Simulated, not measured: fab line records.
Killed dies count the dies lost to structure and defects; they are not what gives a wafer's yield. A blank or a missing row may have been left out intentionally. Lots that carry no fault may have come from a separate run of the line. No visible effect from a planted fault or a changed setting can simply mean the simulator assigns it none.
fab line records | flow nandHarc
record: lots: 12 | wafers: 36 | lastDay: 24
route steps=1159 shown P_M0@269 P_M1@293 END@1159
lots untouched by any fault: they come from a run of this same line in which no faults occurred
startH: hours from the record's opening day to when the first of the lot's shown wafers began | waitH: hours since the lot's step before | " same as the row above | L1.1+2: a row that stands for several wafers | - either no value or no given start | * or withheld: withheld | < > ~ a bound
route shown NAME@n: NAME is a module with steps in the file, n the number in the route of the first one | usual: average and standard deviation across the fault-free wafers | same: alike in all rows | chamber/n: place in a boat | sites: the reading at each site | _std_site: how widely they spread, as a standard deviation | _edge_site: the outer-site mean with the inner-site mean subtracted | radiusMm: how far each site lies from the wafer's centre | mask NAME#n: copy n | behind: tool/chamber where the wafer was last shaped | hold: why the lot was held/for how many hours/how that ended | device: which transistor (n, p or np) failed to switch | end of line: tests of these same wafers at the route's end | where a step has no rows: the recipe by itself | killed: not the wafer's yield, but the dies lost to structure and defects at the first sort | map: a wafer's dies, x killed, . not, _ none there
set.NAME: setting as actually run; set.NAME@STEP: the setting as run at that earlier step | model.NAME: the simulator's own value behind a step, which no gauge read
the route's steps for a sample of lots (tables are steps, rows are wafers)
services: a tool's chamber out of use, with start hour (startH, from the record's first day; less than 0 if before it), hours out, and reason
== steps ==
step: NHARC_P_M0_CD_MEAS_16
usual: cdNm: 89.5/1
lot.wafer | tool     | chamber | startH | waitH | cdNm
L405.1    | cdSem-01 | -       | 111.38 | -     | 89.6
L405.4    | "        | -       | "      | "     | 87.9
L405.6    | "        | -       | "      | "     | 88.3
L406.3    | cdSem-03 | -       | 112.70 | -     | 90.2
L406.4    | "        | -       | "      | "     | 88.8
L406.6    | "        | -       | "      | "     | 90.7
L407.3    | cdSem-01 | -       | 134.32 | -     | 86.9
L407.5    | "        | -       | "      | "     | 87.4
L407.6    | "        | -       | "      | "     | 87.4
L408.1    | cdSem-01 | -       | 134.83 | -     | 89.6
L408.3    | "        | -       | "      | "     | 88.9
L408.4    | "        | -       | "      | "     | 89.4
L411.2    | cdSem-03 | -       | 155.06 | -     | 88.5
L411.3    | "        | -       | "      | "     | 89.2
L411.4    | "        | -       | "      | "     | 89.8
L417.2    | cdSem-03 | -       | 198.48 | -     | 90.2
L417.5    | "        | -       | "      | "     | 89.7
L417.6    | "        | -       | "      | "     | 89.4
L416.2    | cdSem-01 | -       | 198.66 | -     | 91.0
L416.3    | "        | -       | "      | "     | 90.4
L416.5    | "        | -       | "      | "     | 90.3
L422.3    | cdSem-02 | -       | 216.99 | -     | 90.4
L422.5    | "        | -       | "      | "     | 89.6
L422.6    | "        | -       | "      | "     | 90.6
L423.1    | cdSem-03 | -       | 223.03 | -     | 89.8
L423.3    | "        | -       | "      | "     | 89.3
L423.4    | "        | -       | "      | "     | 89.3
L424.1    | cdSem-03 | -       | 230.72 | -     | 90.6
L424.4    | "        | -       | "      | "     | 89.7
L424.6    | "        | -       | "      | "     | 91.3
L425.1    | cdSem-03 | -       | 240.17 | -     | 88.4
L425.2    | "        | -       | "      | "     | 87.6
L425.5    | "        | -       | "      | "     | 88.6
L427.1    | cdSem-01 | -       | 240.87 | -     | 89.5
L427.4    | "        | -       | "      | "     | 90.1
L427.6    | "        | -       | "      | "     | 89.8
step: NHARC_P_M0_PVD_20
recipe: targetThkA: 50 | biasV: 168.6 | powerW: 15000 | chamberPressurePa: 0.12 | timeS: 8.06 | substrateTempC: 50 | material: TaN
usual: chamberPressurePa: 0.12/0.00024 | substrateTempC: 50.01/0.11 | throttleValvePct: 29.7/0.72
lot.wafer | tool          | chamber | startH | waitH | chamberPressurePa | substrateTempC | throttleValvePct
L405.1    | pvdSputter-02 | -       | -      | -     | 0.12016           | 49.82          | 29.2
L405.4    | "             | -       | "      | "     | 0.11988           | 50.28          | 29.3
L405.6    | "             | -       | "      | "     | 0.11996           | 50.09          | 29.5
L406.3    | pvdSputter-01 | -       | -      | -     | 0.12034           | 49.79          | 29.1
L406.4    | "             | -       | "      | "     | 0.11974           | 49.84          | 30.2
L406.6    | "             | -       | "      | "     | 0.12002           | 49.84          | 30.3
L407.3    | pvdSputter-01 | -       | -      | -     | 0.12008           | 50.16          | 29.2
L407.5    | "             | -       | "      | "     | 0.11998           | 50.04          | 29.4
L407.6    | "             | -       | "      | "     | 0.12006           | 50.11          | 28.9
L408.4    | pvdSputter-03 | -       | -      | -     | 0.11986           | 50.08          | 30.6
L408.1    | "             | -       | "      | "     | 0.12002           | 49.96          | 29.4
L408.3    | "             | -       | "      | "     | 0.11989           | 50.18          | 29.7
L411.4    | pvdSputter-03 | -       | -      | -     | 0.11982           | 49.84          | 30.2
L411.2    | "             | -       | "      | "     | 0.12022           | 50.09          | 30.6
L411.3    | "             | -       | "      | "     | 0.12012           | 49.96          | 29.5
L417.2    | pvdSputter-01 | -       | -      | -     | 0.11974           | 50.13          | 30.8
L417.5    | "             | -       | "      | "     | 0.11948           | 50.03          | 29.4
L417.6    | "             | -       | "      | "     | 0.12011           | 49.97          | 28.8
L416.3    | pvdSputter-01 | -       | -      | -     | 0.1198            | 49.99          | 29.7
L416.2    | "             | -       | "      | "     | 0.12035           | 50.02          | 29.3
L416.5    | "             | -       | "      | "     | 0.11998           | 49.86          | 29.2
L422.3    | pvdSputter-01 | -       | -      | -     | 0.12013           | 50.13          | 29.0
L422.6    | "             | -       | "      | "     | 0.11994           | 50.16          | 29.4
L422.5    | "             | -       | "      | "     | 0.11942           | 49.97          | 29.2
L423.1    | pvdSputter-03 | -       | -      | -     | 0.12021           | 49.69          | 30.8
L423.3    | "             | -       | "      | "     | 0.11992           | 49.93          | 29.2
L423.4    | "             | -       | "      | "     | 0.12011           | 50.10          | 29.6
L424.4    | pvdSputter-01 | -       | -      | -     | 0.12032           | 50.11          | 29.1
L424.1    | "             | -       | "      | "     | 0.12019           | 49.94          | 29.2
L424.6    | "             | -       | "      | "     | 0.12017           | 50.00          | 29.1
L425.2    | pvdSputter-03 | -       | -      | -     | 0.11978           | 50.07          | 30.7
L425.1    | "             | -       | "      | "     | 0.12034           | 49.98          | 30.1
L425.5    | "             | -       | "      | "     | 0.11971           | 50.11          | 29.4
L427.4    | pvdSputter-01 | -       | -      | -     | 0.11996           | 50.10          | 29.1
L427.1    | "             | -       | "      | "     | 0.12034           | 50.00          | 29.4
L427.6    | "             | -       | "      | "     | 0.12005           | 50.04          | 29.1
step: NHARC_P_M0_DEP_32
recipe: targetThkA: 300 | tempC: 370 | targetThkNm: 30 | pressureTorr: 3 | flowSccm: 200 | rfW: 450 | material: SiCN
usual: heaterPowerOuterW: 305/38 | heaterPowerW: 549/63
lot.wafer | tool     | chamber | startH | waitH | heaterPowerOuterW | heaterPowerW
L405.1    | pecvd-02 | 0       | 113.74 | 0.1   | 247               | 473
L405.4    | "        | 0       | "      | "     | 256               | 486
L405.6    | "        | 1       | "      | "     | 343               | 551
L406.3    | pecvd-02 | 1       | 115.19 | 0.1   | 306               | 518
L406.6    | "        | 1       | "      | "     | 312               | 510
L406.4    | "        | 2       | "      | "     | 327               | 568
L407.3    | pecvd-03 | 2       | 136.89 | 0.2   | 299               | 536
L407.6    | "        | 0       | "      | "     | 301               | 567
L407.5    | "        | 2       | "      | "     | 308               | 545
L408.1    | pecvd-02 | 2       | 137.17 | 0.1   | 371               | 618
L408.3    | "        | 0       | "      | "     | 254               | 468
L408.4    | "        | 2       | "      | "     | 364               | 618
L411.2    | pecvd-03 | 0       | 157.61 | 0.1   | 304               | 594
L411.3    | "        | 1       | "      | "     | 331               | 653
L411.4    | "        | 1       | "      | "     | 332               | 672
L417.2    | pecvd-02 | 0       | 200.87 | 0.1   | 299               | 540
L417.6    | "        | 2       | "      | "     | 323               | 577
L417.5    | "        | 0       | "      | "     | 303               | 537
L416.2    | pecvd-03 | 1       | 201.06 | 0.1   | 335               | 669
L416.3    | "        | 0       | "      | "     | 277               | 543
L416.5    | "        | 2       | "      | "     | 307               | 545
L422.3    | pecvd-02 | 1       | 219.40 | 0.1   | 261               | 474
L422.5    | "        | 0       | "      | "     | 278               | 500
L422.6    | "        | 1       | "      | "     | 254               | 464
L423.1    | pecvd-01 | 0       | 225.42 | 0.1   | 313               | 471
L423.3    | "        | 1       | "      | "     | 304               | 578
L423.4    | "        | 2       | "      | "     | 358               | 589
L424.1    | pecvd-02 | 1       | 233.14 | 0.1   | 251               | 461
L424.4    | "        | 2       | "      | "     | 358               | 628
L424.6    | "        | 0       | "      | "     | 238               | 463
L425.1    | pecvd-03 | 0       | 242.55 | 0.1   | 286               | 555
L425.2    | "        | 1       | "      | "     | 355               | 658
L425.5    | "        | 1       | "      | "     | 341               | 653
L427.1    | pecvd-03 | 1       | 243.23 | 0.1   | 304               | 609
L427.4    | "        | 0       | "      | "     | 262               | 533
L427.6    | "        | 1       | "      | "     | 318               | 629
step: NHARC_P_M1_PEB_07
recipe: pebTempC: 100 | pebTimeS: 65
usual: heaterPowerTotalW: 156.6/0.43
lot.wafer | tool          | chamber | startH | waitH | heaterPowerTotalW
L405.1    | lithoTrack-01 | 0       | 114.91 | 0.1   | 156.8
L405.4    | "             | 0       | "      | "     | 156.3
L405.6    | "             | 0       | "      | "     | 156.0
L406.3    | lithoTrack-06 | 0       | 116.32 | 0.0   | 156.3
L406.4    | "             | 0       | "      | "     | 156.2
L406.6    | "             | 0       | "      | "     | 156.1
L407.3    | lithoTrack-01 | 0       | 138.11 | 0.1   | 156.6
L407.5    | "             | 0       | "      | "     | 156.9
L407.6    | "             | 0       | "      | "     | 156.4
L408.1    | lithoTrack-04 | 0       | 138.32 | 0.1   | 157.1
L408.3    | "             | 0       | "      | "     | 156.7
L408.4    | "             | 0       | "      | "     | 156.0
L411.2    | lithoTrack-01 | 0       | 158.72 | 0.1   | 157.1
L411.3    | "             | 0       | "      | "     | 157.0
L411.4    | "             | 0       | "      | "     | 157.2
L417.2    | lithoTrack-06 | 0       | 201.97 | 0.1   | 194.8
L417.5    | "             | 0       | "      | "     | 157.1
L417.6    | "             | 0       | "      | "     | 194.6
L416.2    | lithoTrack-06 | 0       | 202.24 | 0.1   | 195.0
L416.3    | "             | 0       | "      | "     | 195.1
L416.5    | "             | 0       | "      | "     | 156.3
L422.3    | lithoTrack-04 | 0       | 220.49 | 0.0   | 156.2
L422.5    | "             | 0       | "      | "     | 157.2
L422.6    | "             | 0       | "      | "     | 156.0
L423.1    | lithoTrack-01 | 0       | 226.41 | 0.1   | 157.1
L423.3    | "             | 0       | "      | "     | 155.9
L423.4    | "             | 0       | "      | "     | 156.2
L424.1    | lithoTrack-04 | 0       | 234.19 | 0.1   | 157.1
L424.4    | "             | 0       | "      | "     | 156.2
L424.6    | "             | 0       | "      | "     | 156.4
L425.1    | lithoTrack-01 | 0       | 243.67 | 0.1   | 156.2
L425.2    | "             | 0       | "      | "     | 157.0
L425.5    | "             | 0       | "      | "     | 156.3
L427.1    | lithoTrack-04 | 0       | 244.34 | 0.1   | 156.0
L427.4    | "             | 0       | "      | "     | 157.1
L427.6    | "             | 0       | "      | "     | 157.0
step: NHARC_P_M1_CD_MEAS_09
recipe: targetCdNm: 130 | landingEnergyEv: 500
usual: cdNm: 129.8/0.68
lot.wafer | tool     | chamber | startH | waitH | cdNm
L405.1    | cdSem-02 | 0       | 114.99 | -     | 129.8
L405.4    | "        | 0       | "      | "     | 129.6
L405.6    | "        | 0       | "      | "     | 129.3
L406.3    | cdSem-02 | 0       | 116.40 | -     | 129.5
L406.4    | "        | 0       | "      | "     | 130.2
L406.6    | "        | 0       | "      | "     | 128.7
L407.3    | cdSem-03 | 0       | 138.20 | -     | 130.0
L407.5    | "        | 0       | "      | "     | 129.5
L407.6    | "        | 0       | "      | "     | 129.9
L408.1    | cdSem-02 | 0       | 138.40 | -     | 129.5
L408.3    | "        | 0       | "      | "     | 131.1
L408.4    | "        | 0       | "      | "     | 130.6
L411.2    | cdSem-03 | 0       | 158.80 | -     | 129.6
L411.3    | "        | 0       | "      | "     | 129.4
L411.4    | "        | 0       | "      | "     | 129.4
L417.2    | cdSem-03 | 0       | 202.05 | -     | 114.3
L417.5    | "        | 0       | "      | "     | 129.1
L417.6    | "        | 0       | "      | "     | 114.7
L416.2    | cdSem-03 | 0       | 202.32 | -     | 114.2
L416.3    | "        | 0       | "      | "     | 113.9
L416.5    | "        | 0       | "      | "     | 129.0
L422.3    | cdSem-02 | 0       | 220.58 | -     | 130.3
L422.5    | "        | 0       | "      | "     | 130.2
L422.6    | "        | 0       | "      | "     | 130.5
L423.1    | cdSem-01 | 0       | 226.49 | -     | 129.9
L423.3    | "        | 0       | "      | "     | 130.7
L423.4    | "        | 0       | "      | "     | 130.0
L424.1    | cdSem-03 | 0       | 234.27 | -     | 129.8
L424.4    | "        | 0       | "      | "     | 129.5
L424.6    | "        | 0       | "      | "     | 130.0
L425.1    | cdSem-03 | 0       | 243.75 | -     | 129.6
L425.2    | "        | 0       | "      | "     | 128.1
L425.5    | "        | 0       | "      | "     | 129.2
L427.1    | cdSem-01 | 0       | 244.41 | -     | 129.7
L427.4    | "        | 0       | "      | "     | 129.7
L427.6    | "        | 0       | "      | "     | 130.4
step: NHARC_END_SORT_01
recipe: tempC: 25
usual: defectLimitedYield: 95.2/1.9 | killedAtArray: 29/13 | killedAtOther: 0.7/1 | killedAtPeriphery: 3.2/2.3 | killedDies: 33/13 | killedOpen: 3.3/1.7 | killedShort: 2.0/1.5 | sort_bin_2_pct: 1.5/0.8 | sort_bin_3_pct: 0.27/0.22 | sort_bin_4_pct: 3.0/1.1 | sortNPass: 644/13 | sortRimYieldPct: 96.0/2.9 | sortYieldPct: 95.2/1.9
same: grossDies: 677 | sort_bin_5_pct[%]: 0 | sort_bin_6_pct[%]: 0 | sort_bin_7_pct[%]: 0 | sort_bin_8_pct[%]: 0 | sortRimNGross: 106.00
lot.wafer | tool      | chamber | startH | waitH | defectLimitedYield[%] | killedAtArray | killedAtOther | killedAtPeriphery | killedDies | killedOpen | killedShort | sort_bin_2_pct[%] | sort_bin_3_pct[%] | sort_bin_4_pct[%] | sortNPass | sortRimYieldPct[%] | sortYieldPct[%]
L416.2    | prober-01 | 0       | 518.99 | 2.8   | 91.9                  | 35            | 0             | 20                | 55         | 3          | 1           | 4.0               | 0.59              | 3.5               | 622       | 94.3               | 91.9
L416.3    | prober-01 | 0       | 519.78 | 3.1   | 90.3                  | 40            | 1             | 25                | 66         | 5          | 0           | 5.2               | 0.30              | 4.3               | 611       | 90.6               | 90.3
L416.5    | prober-01 | 0       | 521.36 | 3.6   | 94.2                  | 38            | 0             | 1                 | 39         | 2          | 1           | 2.2               | 0.44              | 3.1               | 638       | 89.6               | 94.2
L417.2    | prober-02 | 0       | 521.94 | 2.8   | 90.1                  | 33            | 0             | 34                | 67         | 6          | 4           | 6.5               | 0.30              | 3.1               | 610       | 97.2               | 90.1
L417.5    | prober-02 | 0       | 524.35 | 3.7   | 94.4                  | 37            | 0             | 1                 | 38         | 4          | 5           | 1.3               | 0.59              | 3.7               | 639       | 95.3               | 94.4
L417.6    | prober-02 | 0       | 525.16 | 4.0   | 92.3                  | 34            | 0             | 18                | 52         | 4          | 2           | 4.4               | 0                 | 3.2               | 625       | 99.1               | 92.3
L422.3    | prober-02 | 0       | 545.71 | 3.0   | 95.1                  | 30            | 0             | 3                 | 33         | 3          | 3           | 1.3               | 0.30              | 3.2               | 644       | 94.3               | 95.1
L422.5    | prober-02 | 0       | 547.28 | 3.6   | 94.5                  | 28            | 2             | 7                 | 37         | 6          | 5           | 2.1               | 0.30              | 3.1               | 640       | 95.3               | 94.5
L422.6    | prober-02 | 0       | 548.07 | 3.9   | 93.4                  | 38            | 1             | 6                 | 45         | 3          | 2           | 2.2               | 0.15              | 4.3               | 632       | 92.5               | 93.4
killed by level:class
L416.2 A_SLIT:chamberFilmFlake=15 P_M1:areaPeb=15 A_CHANNEL_HOLE_D1:chamberFilmFlake=13 A_CONTACT:chamberFilmFlake=4 P_CONTACT:geometricParticle:open=1 P_CONTACT:geometricParticle:short=1 A_WL_FILL:geometricParticle:open=1 A_CONTACT:geometricParticle:open=1
L416.3 P_M1:areaPeb=25 A_CHANNEL_HOLE_D1:chamberFilmFlake=19 A_SLIT:chamberFilmFlake=10 A_CONTACT:chamberFilmFlake=3 A_BLC:geometricParticle:open=2 A_ZERO_WELL:chamberFilmFlake=2 A_ONON_D1:geometricParticle:open=1 A_M1:geometricParticle:open=1
L416.5 A_CHANNEL_HOLE_D1:chamberFilmFlake=21 A_SLIT:chamberFilmFlake=11 A_ZERO_WELL:chamberFilmFlake=2 A_CONTACT:chamberFilmFlake=2 P_CONTACT:geometricParticle:open=1 A_ONON_D1:geometricParticle:short=1 A_M0:geometricParticle:open=1
L417.2 P_M1:areaPeb=32 A_CHANNEL_HOLE_D1:chamberFilmFlake=17 A_CONTACT:chamberFilmFlake=6 A_CONTACT:geometricParticle:open=2 A_M1:geometricParticle:short=2 A_M1:geometricParticle:open=2 P_M1:chamberFilmFlake=2 A_CHANNEL_FILL_D1:geometricParticle:open=1
L417.5 A_CHANNEL_HOLE_D1:chamberFilmFlake=20 A_CONTACT:chamberFilmFlake=7 A_CONTACT:geometricParticle:short=2 A_ZERO_WELL:chamberFilmFlake=2 P_M0:geometricParticle:open=1 A_ONON_D1:geometricParticle:open=1 A_SGD_CUT:geometricParticle:short=1 A_WL_FILL:geometricParticle:short=1
L417.6 A_CHANNEL_HOLE_D1:chamberFilmFlake=20 P_M1:areaPeb=16 A_CONTACT:chamberFilmFlake=5 A_ZERO_WELL:chamberFilmFlake=3 P_M0:geometricParticle:short=1 A_CHANNEL_HOLE_D1:geometricParticle:open=1 A_CHANNEL_FILL_D1:geometricParticle:open=1 A_STAIRCASE:geometricParticle:open=1
L422.3 A_SLIT:chamberFilmFlake=13 A_CHANNEL_HOLE_D1:chamberFilmFlake=6 A_CONTACT:chamberFilmFlake=5 P_GATE:chamberFilmFlake=2 P_M0:geometricParticle:short=1 A_SOURCE_PLATE:geometricParticle:short=1 A_SOURCE_PLATE:geometricParticle:open=1 A_ONON_D1:geometricParticle:open=1
L422.5 A_SLIT:chamberFilmFlake=11 A_CHANNEL_HOLE_D1:chamberFilmFlake=4 A_CONTACT:chamberFilmFlake=4 P_M0:geometricParticle:short=2 P_GATE:chamberFilmFlake=2 P_M0:chamberFilmFlake=2 A_ONON_D1:geometricParticle:open=1 A_CHANNEL_HOLE_D1:geometricParticle:open=1
L422.6 A_SLIT:chamberFilmFlake=19 A_CHANNEL_HOLE_D1:chamberFilmFlake=5 A_CONTACT:chamberFilmFlake=5 P_GATE:chamberFilmFlake=2 P_M0:chamberFilmFlake=2 A_STAIRCASE:chamberFilmFlake=2 P_CONTACT:geometricParticle:open=1 A_ONON_D1:geometricParticle:short=1
== services ==
tool          | chamber | startH | hours | kind
lithoTrack-01 | -       | 93.00  | 7.0   | pm
pvdSputter-03 | -       | 102.00 | 10.0  | pm
pecvd-01      | -       | 105.96 | 0.6   | repair
pecvd-03      | -       | 111.26 | 13.0  | pm
pecvd-03      | 0       | 111.26 | 13.0  | ventCycle
pvdSputter-01 | -       | 114.08 | 3.8   | repair
pvdSputter-02 | -       | 116.01 | 0.9   | repair
lithoTrack-06 | -       | 117.00 | 7.0   | pm
pecvd-03      | 1       | 133.05 | 10.7  | repair
lithoTrack-04 | -       | 141.00 | 7.0   | pm
pecvd-02      | -       | 153.00 | 13.0  | pm
pecvd-02      | 0       | 153.00 | 13.0  | ventCycle
pecvd-02      | 1       | 153.00 | 13.0  | ventCycle
pecvd-02      | 2       | 153.00 | 13.0  | ventCycle
pvdSputter-01 | -       | 158.02 | 10.0  | pm
pecvd-02      | 0       | 166.00 | -     | clean
pecvd-02      | 1       | 166.00 | -     | clean
pecvd-02      | 2       | 166.00 | -     | clean
pecvd-02      | -       | 210.38 | 1.4   | repair
pvdSputter-02 | -       | 214.03 | 10.0  | pm
pvdSputter-01 | -       | 214.32 | 2.1   | repair
pecvd-02      | 2       | 232.57 | -     | calibration
pvdSputter-02 | -       | 236.27 | 5.2   | repair
pecvd-01      | -       | 237.21 | 13.0  | pm
== key ==
firstSign: step: NHARC_P_M1_PEB_07 | reading: heaterPowerTotalW | direction: up | sigmas: 88 | usual: * | struck: *
effect: step: NHARC_P_M1_CD_MEAS_09 | reading: cdNm | direction: down | sigmas: 23 | usual: 129.8 | struck: 114.3
effect: step: NHARC_END_SORT_01 | reading: killedAtPeriphery | direction: up | sigmas: 9.3 | usual: 3.2 | struck: 24.2
moreKillsBornAt: NHARC_P_M1_PEB_07@lithoTrack-06: 88
metAt NHARC_P_M1_PEB_07
struckLots L416,L417
struckWafers L416.2,L416.3,L417.2,L417.6
notActingAt NHARC_P_M0_CD_MEAS_16,NHARC_P_M0_PVD_20,NHARC_P_M0_DEP_32
onsetBetween 116.32 201.97
fault: kind: processParameterDrift | tool: lithoTrack-06 | chamber: - | onsetH: 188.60 | steps: NHARC_P_M1_PEB_07 | channel: pebTimeS | offset: * | shape: step | endH: 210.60 | scope: struckWafersOnly | actsIn: * | stated: *
